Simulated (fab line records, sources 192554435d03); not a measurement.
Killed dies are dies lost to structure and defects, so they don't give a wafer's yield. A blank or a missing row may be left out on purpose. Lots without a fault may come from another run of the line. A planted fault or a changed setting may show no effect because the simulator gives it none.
Which tool did it? | flow n5_finfet | 11 lots, 33 wafers sampled, at 5 steps of a route of 1938

WHAT THE GAUGES READ, wafer by wafer
The record holds no reading of a measuring or inspecting step that can be judged against a usual standard deviation.

WHICH TOOL RAN EACH LOT (tool, then ch and the chambers of the sampled wafers, then the start)
lot  | N5_HKMG_FIN_ALD_74              | N5_HKMG_FIN_STRIP_93              | N5_HKMG_FIN_COAT_29               | N5_HKMG_FIN_ETCH_31               | N5_PASSIVATION_PROBE_49
L880 | ald_hk-02 ch 0,2,3, day 4 07:20 | rie_diel-01 ch 0,3, day 4 09:23   | litho_track-02 ch 0, day 4 11:35  | rie_diel-03 ch 1,2, day 4 11:57   | prober-02, day 12 06:56
L882 | ald_hk-03 ch 1,2, day 4 18:17   | rie_diel-01 ch 0,3, day 4 19:55   | litho_track-02 ch 0, day 4 22:08  | rie_diel-03 ch 0,1, day 4 23:01   | -
L883 | ald_hk-01 ch 2,3, day 5 02:04   | rie_diel-05 ch 2,3, day 5 03:25   | litho_track-02 ch 0, day 5 05:45  | rie_diel-05 ch 2,3, day 5 06:36   | -
L884 | ald_hk-03 ch 0,2, day 5 04:53   | rie_diel-01 ch 0,1,3, day 5 06:15 | litho_track-02 ch 0, day 5 08:26  | rie_diel-03 ch 0,1,2, day 5 08:56 | prober-02, day 13 02:34
L885 | ald_hk-03 ch 0,1,2, day 5 13:38 | rie_diel-05 ch 0,1,3, day 5 14:52 | litho_track-02 ch 0, day 5 17:06  | rie_diel-05 ch 0,1,2, day 5 17:35 | prober-01, day 13 17:40
L886 | ald_hk-02 ch 0,2,3, day 5 19:31 | rie_diel-03 ch 0,1, day 5 20:52   | litho_track-02 ch 0, day 5 23:16  | rie_diel-01 ch 0,3, day 5 23:46   | prober-02, day 13 14:55
L895 | ald_hk-02 ch 0,2, day 7 23:41   | rie_diel-05 ch 0,1,3, day 8 01:12 | litho_track-04 ch 0, day 8 03:31  | rie_diel-03 ch 0,2, day 8 03:53   | -
L897 | ald_hk-02 ch 1,3, day 8 13:38   | rie_diel-01 ch 1,2, day 8 15:00   | litho_track-04 ch 0, day 8 17:20  | rie_diel-01 ch 0,2,3, day 8 18:01 | -
L900 | ald_hk-03 ch 0,2,3, day 9 12:51 | rie_diel-03 ch 0,2, day 9 14:24   | litho_track-04 ch 0, day 9 16:35  | rie_diel-03 ch 0,1, day 9 17:05   | -
L901 | ald_hk-03 ch 1,2, day 9 14:04   | rie_diel-03 ch 2,3, day 9 15:18   | litho_track-02 ch 0, day 9 17:32  | rie_diel-03 ch 0,1,3, day 9 18:02 | -
L902 | ald_hk-03 ch 0,1,2, day 9 20:34 | rie_diel-03 ch 0,1,3, day 9 22:02 | litho_track-02 ch 0, day 10 00:16 | rie_diel-03 ch 1,3, day 10 00:46  | -
- N5_HKMG_FIN_ALD_74: deposits La2O3, target thk 0.5 nm, pulse time 6 s, co reactant pulse time 1 s.
- N5_HKMG_FIN_STRIP_93: strips SOC in N2/H2, time 20 s.
- N5_HKMG_FIN_COAT_29: time 60 s, resist thk 300 nm.
- N5_HKMG_FIN_ETCH_31: etches SiARC in CF4, target depth 45.5 nm, time 75.8 s.
- N5_PASSIVATION_PROBE_49

WHAT THE TOOLS THEMSELVES READ (means of the sampled wafers that have a number; where no wafer has one, the mark that the record gives instead)
N5_HKMG_FIN_ALD_74.
lot  | tool      | heater_power_w (W) | precursor_pulse_height_rel
L880 | ald_hk-02 | 354                | 0.992
L882 | ald_hk-03 | 326                | 0.999
L883 | ald_hk-01 | 326                | 1.008
L884 | ald_hk-03 | 340                | 0.977
L885 | ald_hk-03 | 343                | 1.002
L886 | ald_hk-02 | 351                | 0.998
L895 | ald_hk-02 | 341                | 1.006
L897 | ald_hk-02 | 356                | 1.002
L900 | ald_hk-03 | 326                | 0.993
L901 | ald_hk-03 | 339                | 0.999
L902 | ald_hk-03 | 342                | 1.019

N5_HKMG_FIN_STRIP_93.
lot  | tool        | drypump_motor_current_A (A) | oes_product_au (a.u.) | rf_vpp_V (V) | showerhead_plenum_p_Torr (Torr) | throttle_valve_pct (%)
L880 | rie_diel-01 | 5.5                         | 0.74                  | 53.8         | 3.31                            | 19.30
L882 | rie_diel-01 | 5.3                         | 0.78                  | 54.6         | 3.42                            | 18.98
L883 | rie_diel-05 | 6.1                         | 0.75                  | 54.5         | 3.39                            | 18.90
L884 | rie_diel-01 | 5.7                         | 0.83                  | 54.4         | 3.39                            | 19.05
L885 | rie_diel-05 | 5.9                         | 0.71                  | 54.1         | 3.23                            | 18.93
L886 | rie_diel-03 | 6.2                         | 0.70                  | 54.9         | 3.43                            | 19.08
L895 | rie_diel-05 | 5.9                         | 0.70                  | 54.0         | 3.22                            | 18.95
L897 | rie_diel-01 | 5.7                         | 0.88                  | 54.2         | 3.42                            | 18.83
L900 | rie_diel-03 | 5.5                         | 0.68                  | 55.1         | 3.34                            | 19.10
L901 | rie_diel-03 | 5.2                         | 0.68                  | 54.3         | 3.25                            | 19.01
L902 | rie_diel-03 | 5.8                         | 0.78                  | 54.3         | 3.32                            | 18.90

N5_HKMG_FIN_COAT_29.
lot  | tool           | dispense_pressure_kPa (kPa) | spin_speed_rpm (rpm)
L880 | litho_track-02 | 47.0                        | 1499.5
L882 | litho_track-02 | 47.0                        | 1499.6
L883 | litho_track-02 | 47.0                        | 1500.0
L884 | litho_track-02 | 47.0                        | 1499.4
L885 | litho_track-02 | 47.0                        | 1682.4
L886 | litho_track-02 | 47.0                        | 1682.6
L895 | litho_track-04 | 52.0                        | 1498.6
L897 | litho_track-04 | 52.0                        | 1499.9
L900 | litho_track-04 | 52.0                        | 1500.6
L901 | litho_track-02 | 46.9                        | 1499.1
L902 | litho_track-02 | 46.9                        | 1502.2

N5_HKMG_FIN_ETCH_31.
lot  | tool        | drypump_motor_current_A (A) | etch_rf_on_time_s (s) | oes_product_au (a.u.) | rf_vpp_V (V) | showerhead_plenum_p_Torr (Torr) | throttle_valve_pct (%)
L880 | rie_diel-03 | 5.8                         | 77.0                  | 0.60                  | 184.0        | 2.13                            | 15.64
L882 | rie_diel-03 | 6.1                         | 77.7                  | 0.61                  | 185.0        | 2.19                            | 15.71
L883 | rie_diel-05 | 6.1                         | 76.5                  | 0.64                  | 184.7        | 2.16                            | 15.71
L884 | rie_diel-03 | 5.8                         | 77.0                  | 0.60                  | 183.8        | 2.16                            | 15.75
L885 | rie_diel-05 | 5.9                         | 77.9                  | 0.61                  | 184.5        | 2.12                            | 15.71
L886 | rie_diel-01 | 5.5                         | 77.8                  | 0.62                  | 184.6        | 2.11                            | 16.07
L895 | rie_diel-03 | 5.9                         | 77.4                  | 0.59                  | 184.0        | 2.18                            | 15.91
L897 | rie_diel-01 | 5.4                         | 77.8                  | 0.73                  | 185.7        | 2.23                            | 15.61
L900 | rie_diel-03 | 6.1                         | 76.9                  | 0.77                  | 185.0        | 2.14                            | 15.32
L901 | rie_diel-03 | 5.8                         | 76.8                  | 0.68                  | 183.5        | 2.12                            | 15.63
L902 | rie_diel-03 | 5.4                         | 77.5                  | 0.68                  | 183.8        | 2.06                            | 15.64

N5_PASSIVATION_PROBE_49.
lot  | tool      | killed_at_M0_to_M3 | killed_at_M4_up | killed_at_contacts | killed_at_front_end | killed_at_other | killed_dies | killed_open | killed_short
L880 | prober-02 | 39                 | 10              | 8                  | 36                  | 2.0             | 95          | 65          | 30
L884 | prober-02 | 34                 | 10              | 18                 | 36                  | 5.3             | 103         | 71          | 31
L885 | prober-01 | 32                 | 30              | 10                 | 62                  | 2.0             | 136         | 81          | 50
L886 | prober-02 | 32                 | 11              | 8                  | 41                  | 1.3             | 93          | 57          | 36

THE ANSWER, worked out from the rows above alone
Rule: what is usual is taken from the lots themselves. Put in order of their means at a reading, lots are off if they are a third of the lots or fewer, leave a main group of 4 or more, and stand apart from it by a gap of 3 or more times the standard deviation of the main group's means; of several such gaps the widest counts. A main group whose means are all the same, to the digits that the tables above print for the reading, isn't used. A lot without any number at a reading at which 4 lots or more have one is off too. The other lots that the step has rows for count as sound. The gauges are gone through in route order, then the tools' own readings, and for those a lot's mean is taken as printed above. The first step at which some lot is off is used, and at that step the reading that is off furthest; a lot without a number counts as furthest.
Off: L885, L886, at N5_HKMG_FIN_COAT_29 (spin_speed_rpm). The main group: mean 1499.9 rpm, standard deviation 0.98.
A tool fits if, at that step or a process step before it, it ran every lot that is off, and no sound lot after the first of them. None of those tried fits.

WHAT THE SIMULATOR HAD PUT IN
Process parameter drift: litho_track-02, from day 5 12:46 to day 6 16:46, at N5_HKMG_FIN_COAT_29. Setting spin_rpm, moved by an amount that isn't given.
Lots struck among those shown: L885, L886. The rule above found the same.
